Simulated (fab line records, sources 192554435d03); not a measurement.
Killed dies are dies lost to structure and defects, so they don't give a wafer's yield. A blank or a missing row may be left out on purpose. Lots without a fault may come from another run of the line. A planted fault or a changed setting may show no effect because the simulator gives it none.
Chamber matching | flow n5_finfet | N5_BEOL_M2_PRE_CLEAN_60 on cvd_co-01: 3 sister chambers
The step time 15 s. 51 wafers are shown with their chamber, then 12 later ones without.

WAFERS WITH THEIR CHAMBER
wafer  | chamber | heater_power_w (W)
L076.2 | 2       | 72
L076.5 | 0       | 64
L076.6 | 1       | 87
L074.3 | 0       | 66
L074.4 | 2       | 70
L074.5 | 0       | 65
L075.1 | 0       | 63
L075.4 | 1       | 89
L075.5 | 2       | 70
L077.2 | 2       | 72
L077.3 | 1       | 87
L077.6 | 1       | 88
L079.1 | 0       | 63
L079.2 | 2       | 72
L079.3 | 1       | 89
L079.4 | 2       | 72
L079.5 | 1       | 88
L079.6 | 0       | 66
L081.1 | 1       | 89
L081.2 | 0       | 64
L081.6 | 0       | 66
L080.2 | 0       | 63
L080.4 | 1       | 90
L080.5 | 0       | 65
L085.2 | 1       | 92
L085.3 | 0       | 64
L085.6 | 0       | 63
L084.1 | 1       | 88
L084.2 | 2       | 72
L084.3 | 0       | 63
L084.4 | 2       | 73
L084.5 | 0       | 67
L084.6 | 1       | 90
L086.3 | 2       | 73
L086.5 | 0       | 67
L086.6 | 2       | 73
L087.1 | 0       | 65
L087.2 | 1       | 88
L087.3 | 2       | 75
L087.4 | 0       | 64
L087.5 | 2       | 74
L087.6 | 1       | 90
L088.1 | 0       | 65
L088.2 | 2       | 73
L088.3 | 1       | 90
L088.4 | 2       | 71
L088.5 | 1       | 88
L088.6 | 0       | 63
L089.1 | 2       | 72
L089.2 | 0       | 65
L089.5 | 2       | 72

SIGNATURES (means of the wafers above)
reading        | chamber 0 | chamber 1 | chamber 2 | scatter within a chamber
heater_power_w | 64.55     | 88.87     | 72.25     | 1.34
Rule: a wafer's distance from a chamber is the root of the sum, over the readings, of the square of ((its reading less the chamber's mean) divided by the reading's scatter). The wafer belongs to the nearest chamber; if the next one is less than 2 further off, it can't be placed. The scatter: the root of (the sum of the squares of (reading less its chamber's mean) over the shown wafers, divided by (wafers less chambers)).

WAFERS WITHOUT THEIR CHAMBER
wafer  | heater_power_w (W)
L090.2 | 73
L090.3 | 90
L090.6 | 64
L093.1 | 65
L093.3 | 88
L093.6 | 73
L094.1 | 74
L094.3 | 65
L094.4 | 73
L095.1 | 73
L095.3 | 63
L095.6 | 89

WHICH CHAMBER EACH WENT THROUGH
wafer  | from the rows above | in truth
L090.2 | 2                   | 2
L090.3 | 1                   | 1
L090.6 | 0                   | 0
L093.1 | 0                   | 0
L093.3 | 1                   | 1
L093.6 | 2                   | 2
L094.1 | 2                   | 2
L094.3 | 0                   | 0
L094.4 | 2                   | 2
L095.1 | 2                   | 2
L095.3 | 0                   | 0
L095.6 | 1                   | 1
Placed correctly: 12 of 12. Can't be placed from these rows: 0. Placed wrongly: 0.
